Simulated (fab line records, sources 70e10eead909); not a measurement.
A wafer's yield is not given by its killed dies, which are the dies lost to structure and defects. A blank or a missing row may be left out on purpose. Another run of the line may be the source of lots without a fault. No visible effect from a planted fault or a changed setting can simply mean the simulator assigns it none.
The tool behind it: which one?	flow nandHarc	Sampling: 24 lots, 72 wafers, 5 of 1159 route steps

## WHAT THE GAUGES READ, wafer by wafer
NHARC_P_STI_OCD_MEAS_43. Usual: trenchDepthNm 297 nm, standard deviation 3.8; trenchFootCdNm 157.9 nm, standard deviation 2.2.
lot	measured	on	trenchDepthNm (nm)	trenchFootCdNm (nm)	flag
L074	day 2 12:14	ocd-01	298 296 291	152.4 157.2 158.0	
L075	day 2 19:20	ocd-01	296 299 294	158.9 160.4 158.1	
L076	day 3 02:32	ocd-01	295 292 296	158.0 158.2 158.1	
L078	day 3 09:56	ocd-01	295 295 295	160.3 158.7 161.2	
L077	day 3 09:58	ocd-02	293 297 297	163.3 160.4 157.3	
L079	day 3 18:10	ocd-02	299 298 302	158.6 160.8 157.8	
L080	day 4 03:15	ocd-02	301 291 291	153.9 158.7 161.2	
L081	day 4 03:21	ocd-01	301 295 295	154.4 159.4 158.6	
L082	day 4 14:52	ocd-01	306 302 297	155.5 156.3 154.3	
L083	day 4 15:01	ocd-02	302 293 299	155.9 158.6 159.2	
L085	day 5 02:47	ocd-02	295 293 294	156.4 155.2 158.5	
L084	day 5 02:51	ocd-01	305 300 304	156.1 157.0 159.3	
L087	day 5 18:46	ocd-02	293 291 298	156.7 156.6 154.6	
L086	day 5 18:49	ocd-01	301 295 304	162.4 157.8 157.7	
L089	day 6 06:38	ocd-01	304 297 296	154.7 155.9 155.6	
L088	day 6 06:49	ocd-02	296 298 297	159.5 157.1 155.3	
L092	day 6 22:33	ocd-01	297 299 298	158.6 154.7 157.5	
L090	day 6 22:40	ocd-02	298 297 302	158.1 155.7 154.1	
L091	day 6 22:43	ocd-01	302 291 295	156.6 158.6 157.7	
L093	day 7 14:04	ocd-02	306 298 296	157.1 160.9 156.3	
L094	day 7 14:15	ocd-01	299 299 293	155.8 157.2 158.3	
L095	day 7 21:18	ocd-02	303 295 305	156.6 158.3 156.0	
L096	day 7 21:27	ocd-01	298 296 296	157.4 160.4 158.3	
L097	day 8 09:56	ocd-01	298 301 295	158.3 160.4 162.7	

NHARC_P_CONTACT_INSPECT_27. Usual: 276 for rawDefectCount, sd 110.
lot	measured	on	rawDefectCount	flag
L074	day 5 15:22	defectInspect-02	299 239 185	
L075	day 6 07:11	defectInspect-01	247 429 291	
L076	day 6 13:55	defectInspect-02	255 485 401	
L078	day 7 05:04	defectInspect-01	188 227 133	
L077	day 7 04:32	defectInspect-02	325 512 356	
L079	day 7 03:14	defectInspect-02	175 301 397	
L080	day 7 18:52	defectInspect-01	169 375 311	
L081	day 7 17:46	defectInspect-01	289 190 316	
L082	day 8 05:13	defectInspect-02	196 172 270	
L083	day 8 04:50	defectInspect-01	239 180 305	
L085	day 10 07:15	defectInspect-01	153 170 146	
L084	day 10 03:48	defectInspect-01	258 283 308	
L087	day 10 07:35	defectInspect-02	389 287 324	
L086	day 10 03:14	defectInspect-02	213 223 257	
L089	day 10 15:39	defectInspect-01	224 368 235	
L088	day 10 08:12	defectInspect-01	487 372 308	
L092	day 10 16:11	defectInspect-01	105 201 284	
L090	day 10 17:14	defectInspect-02	152 121 134	
L091	day 10 08:44	defectInspect-02	352 555 584	
L093	day 10 21:01	defectInspect-01	521 360 240	
L094	day 10 20:37	defectInspect-02	253 363 180	
L095	day 10 22:41	defectInspect-01	198 195 325	
L096	day 10 23:50	defectInspect-01	320 208 241	
L097	day 11 14:05	defectInspect-01	252 261 221	

## WHICH TOOL RAN EACH LOT (tool, then ch and the chambers of the sampled wafers, then the start)
lot	NHARC_P_STI_ETCH_42	NHARC_P_STI_ETCH_31	NHARC_P_GATE_RTA_80
L074	rieDiel-06 ch 0,1,2, day 2 11:17	rieDiel-06 ch 1,3, day 2 12:14 or earlier	rtpAnneal-01 ch 0, day 5 09:23
L075	rieDiel-06 ch 0,2, day 2 18:22	rieDiel-06 ch 0,2,3, day 2 19:20 or earlier	rtpAnneal-01 ch 0, day 5 19:58
L076	rieDiel-06 ch 1,3, day 3 01:35	rieDiel-06 ch 0,3, day 3 02:32 or earlier	rtpAnneal-02 ch 0, day 6 07:43
L078	rieDiel-06 ch 0,1,2, day 3 09:00	rieDiel-06 ch 0,1, day 3 09:56 or earlier	rtpAnneal-02 ch 0, day 6 19:49
L077	rieDiel-09 ch 0,2, day 3 09:02	rieDiel-09 ch 1,2, day 3 09:58 or earlier	rtpAnneal-02 ch 0, day 6 19:37
L079	rieDiel-07 ch 0,2,3, day 3 17:14	rieDiel-07 ch 0,2,3, day 3 18:10 or earlier	rtpAnneal-01 ch 0, day 6 17:28
L080	rieDiel-06 ch 0,2, day 4 02:17	rieDiel-06 ch 0,3, day 4 03:15 or earlier	rtpAnneal-01 ch 0, day 7 13:19
L081	rieDiel-07 ch 1,2,3, day 4 02:24	rieDiel-07 ch 0,1,2, day 4 03:21 or earlier	rtpAnneal-02 ch 0, day 7 11:15
L082	rieDiel-06 ch 0,2,3, day 4 13:55	rieDiel-06 ch 0,1, day 4 14:52 or earlier	rtpAnneal-02 ch 0, day 7 23:34
L083	rieDiel-07 ch 0,2,3, day 4 14:04	rieDiel-07 ch 1,3, day 4 15:01 or earlier	rtpAnneal-02 ch 0, day 7 22:47
L085	rieDiel-07 ch 0,2,3, day 5 01:50	rieDiel-07 ch 1,3, day 5 02:47 or earlier	rtpAnneal-01 ch 0, day 9 11:17
L084	rieDiel-09 ch 0,1,2, day 5 01:53	rieDiel-09 ch 0,1,3, day 5 02:51 or earlier	rtpAnneal-02 ch 0, day 9 09:01
L087	rieDiel-07 ch 1,2,3, day 5 17:49	rieDiel-07 ch 0,1,3, day 5 18:46 or earlier	rtpAnneal-01 ch 0, day 9 14:24
L086	rieDiel-09 ch 2,3, day 5 17:52	rieDiel-09 ch 0,2,3, day 5 18:49 or earlier	rtpAnneal-02 ch 0, day 9 08:34
L089	rieDiel-06 ch 1,2,3, day 6 05:41	rieDiel-06 ch 0,1,2, day 6 06:38 or earlier	rtpAnneal-01 ch 0, day 10 04:14
L088	rieDiel-07 ch 0,2,3, day 6 05:52	rieDiel-07 ch 0,1,2, day 6 06:49 or earlier	rtpAnneal-02 ch 0, day 9 21:53
L092	rieDiel-06 ch 0,1,3, day 6 21:35	rieDiel-06 ch 0,1,2, day 6 22:33 or earlier	rtpAnneal-01 ch 0, day 10 05:01
L090	rieDiel-06 ch 0,1,3, day 6 21:43	rieDiel-06 ch 1,2, day 6 22:40 or earlier	rtpAnneal-01 ch 0, day 10 06:44
L091	rieDiel-07 ch 0,2,3, day 6 21:45	rieDiel-07 ch 0,2,3, day 6 22:43 or earlier	rtpAnneal-02 ch 0, day 9 22:17
L093	rieDiel-06 ch 0,2,3, day 7 13:07	rieDiel-06 ch 2,3, day 7 14:04 or earlier	rtpAnneal-02 ch 0, day 10 11:50
L094	rieDiel-07 ch 0,1,2, day 7 13:17	rieDiel-07 ch 0,1,3, day 7 14:15 or earlier	rtpAnneal-01 ch 0, day 10 11:22
L095	rieDiel-06 ch 0,1, day 7 20:20	rieDiel-06 ch 0,3, day 7 21:18 or earlier	rtpAnneal-02 ch 0, day 10 17:05
L096	rieDiel-07 ch 0,1,3, day 7 20:30	rieDiel-07 ch 0,2,3, day 7 21:27 or earlier	rtpAnneal-01 ch 0, day 10 18:04
L097	rieDiel-06 ch 0,1,2, day 8 08:59	rieDiel-06 ch 0,1,2, day 8 09:56 or earlier	rtpAnneal-01 ch 0, day 11 04:10
- NHARC_P_STI_ETCH_42: etches the open film in N2/H2, target depth 80 nm, overetch 24 nm, time 61 s.
- NHARC_P_STI_ETCH_31: etches the open film in CF4/CHF3, target depth 108.9 nm, time 54.5 s.
- NHARC_P_GATE_RTA_80: time 30 s.

## AS READ BY THE TOOLS THEMSELVES (means over the sampled wafers that have a number; for cases with no such wafer, the mark the record gives instead)
NHARC_P_STI_ETCH_42. Usual: drypumpMotorCurrentA 5.7 A, standard deviation 0.4; oesProductAu 1.003 a.u., standard deviation 0.0086; rfVppV 430.0 V, standard deviation 1.9; showerheadPlenumPTorr 2.02 Torr, standard deviation 0.06; throttleValvePct 14.171 %, standard deviation 0.0084.
lot	tool	drypumpMotorCurrentA (A)	oesProductAu (a.u.)	rfVppV (V)	showerheadPlenumPTorr (Torr)	throttleValvePct (%)	flag
L074	rieDiel-06	5.8	0.997	429.4	2.00	14.182	
L075	rieDiel-06	5.6	0.998	429.9	2.01	14.168	
L076	rieDiel-06	5.9	0.995	428.6	1.97	14.173	
L078	rieDiel-06	5.8	1.002	430.2	2.00	14.178	
L077	rieDiel-09	5.9	1.010	432.0	2.10	14.173	
L079	rieDiel-07	6.0	1.007	430.2	2.04	14.165	
L080	rieDiel-06	5.6	0.992	430.3	2.01	14.180	
L081	rieDiel-07	5.7	1.008	430.3	2.03	14.175	
L082	rieDiel-06	5.7	1.005	429.2	1.98	14.163	
L083	rieDiel-07	6.1	1.009	431.2	2.04	14.168	
L085	rieDiel-07	6.0	1.002	430.2	2.04	14.173	
L084	rieDiel-09	5.8	1.010	433.2	2.13	14.172	
L087	rieDiel-07	5.7	1.006	430.0	2.03	14.161	
L086	rieDiel-09	5.1	1.004	434.1	2.16	14.172	
L089	rieDiel-06	5.8	0.991	428.4	1.97	14.175	
L088	rieDiel-07	6.1	1.008	430.4	2.04	14.170	
L092	rieDiel-06	5.7	0.994	428.7	1.98	14.171	
L090	rieDiel-06	5.7	0.999	428.9	1.98	14.175	
L091	rieDiel-07	6.1	1.009	429.3	2.04	14.174	
L093	rieDiel-06	5.6	0.998	429.1	1.98	14.172	
L094	rieDiel-07	5.8	1.004	430.6	2.03	14.157	
L095	rieDiel-06	5.9	1.007	430.0	2.00	14.172	
L096	rieDiel-07	5.8	1.004	429.7	2.01	14.177	
L097	rieDiel-06	5.9	0.994	428.7	2.00	14.170	

NHARC_P_STI_ETCH_31. Usual: drypumpMotorCurrentA 5.7 A, standard deviation 0.41; oesProductAu 0.957 a.u., standard deviation 0.02; rfVppV 370.1 V, standard deviation 1.6; showerheadPlenumPTorr 1.56 Torr, standard deviation 0.044; throttleValvePct 16.803 %, standard deviation 0.0094.
lot	tool	drypumpMotorCurrentA (A)	oesProductAu (a.u.)	rfVppV (V)	showerheadPlenumPTorr (Torr)	throttleValvePct (%)	flag
L074	rieDiel-06	5.9	0.964	368.9	1.52	16.803	
L075	rieDiel-06	5.6	0.961	369.3	1.53	16.807	
L076	rieDiel-06	5.4	0.976	368.6	1.54	16.799	
L078	rieDiel-06	5.6	0.966	369.7	1.55	16.803	
L077	rieDiel-09	5.8	0.947	373.4	1.65	16.806	
L079	rieDiel-07	6.0	0.977	370.7	1.57	16.807	
L080	rieDiel-06	5.5	0.960	369.6	1.51	16.793	
L081	rieDiel-07	5.8	0.973	370.6	1.56	16.808	
L082	rieDiel-06	5.9	0.966	369.8	1.55	16.807	
L083	rieDiel-07	5.4	0.955	369.2	1.55	16.796	
L085	rieDiel-07	5.4	0.967	370.0	1.55	16.804	
L084	rieDiel-09	5.5	0.975	372.9	1.65	16.811	
L087	rieDiel-07	5.8	0.933	369.8	1.55	16.800	
L086	rieDiel-09	5.5	0.933	372.9	1.64	16.811	
L089	rieDiel-06	5.8	0.919	369.8	1.55	16.801	
L088	rieDiel-07	5.8	0.968	370.4	1.56	16.807	
L092	rieDiel-06	5.8	0.967	369.4	1.55	16.802	
L090	rieDiel-06	6.0	0.948	369.9	1.54	16.810	
L091	rieDiel-07	6.0	0.956	370.6	1.57	16.804	
L093	rieDiel-06	5.6	0.969	368.1	1.51	16.805	
L094	rieDiel-07	5.8	0.968	370.1	1.55	16.803	
L095	rieDiel-06	5.4	0.963	368.7	1.51	16.796	
L096	rieDiel-07	6.1	0.963	369.7	1.57	16.803	
L097	rieDiel-06	5.8	0.919	370.0	1.55	16.802	

NHARC_P_GATE_RTA_80. Usual: lampPowerPct 1.98 %, standard deviation 0.05; wafer_temp_C_max 301.5, standard deviation 0.35.
lot	tool	lampPowerPct (%)	wafer_temp_C_max	flag
L074	rtpAnneal-01	2.03	301.3	
L075	rtpAnneal-01	2.02	302.1	
L076	rtpAnneal-02	1.92	301.5	
L078	rtpAnneal-02	1.93	301.8	
L077	rtpAnneal-02	1.93	301.3	
L079	rtpAnneal-01	2.02	301.4	
L080	rtpAnneal-01	2.02	300.9	
L081	rtpAnneal-02	1.92	301.4	
L082	rtpAnneal-02	1.92	301.6	
L083	rtpAnneal-02	1.93	301.2	
L085	rtpAnneal-01	2.02	301.4	
L084	rtpAnneal-02	1.92	301.5	
L087	rtpAnneal-01	2.03	301.9	
L086	rtpAnneal-02	1.92	301.9	
L089	rtpAnneal-01	2.02	301.3	
L088	rtpAnneal-02	1.92	301.7	
L092	rtpAnneal-01	2.02	301.3	
L090	rtpAnneal-01	2.02	301.5	
L091	rtpAnneal-02	1.93	301.8	
L093	rtpAnneal-02	1.93	301.7	
L094	rtpAnneal-01	2.03	301.2	
L095	rtpAnneal-02	1.92	301.6	
L096	rtpAnneal-01	2.02	301.2	
L097	rtpAnneal-01	2.03	301.6	

## THE ANSWER, worked out from the rows above alone
Rule: lot off if the mean of its wafers having a number is beyond 3 standard deviations from the usual mean. A lot without any number at a reading at which 4 lots or more have one is off too. All remaining lots with rows at the step are treated as sound. Order of review: gauges by route order, followed by the tools' own readings, for which a lot's mean as printed above is used. The first step at which some lot is off is used, and at that step the reading that is off furthest; a lot without a number counts as furthest.
Nothing can be told from this: no lot is off at any reading shown.

## WHAT THE SIMULATOR HAD INSERTED
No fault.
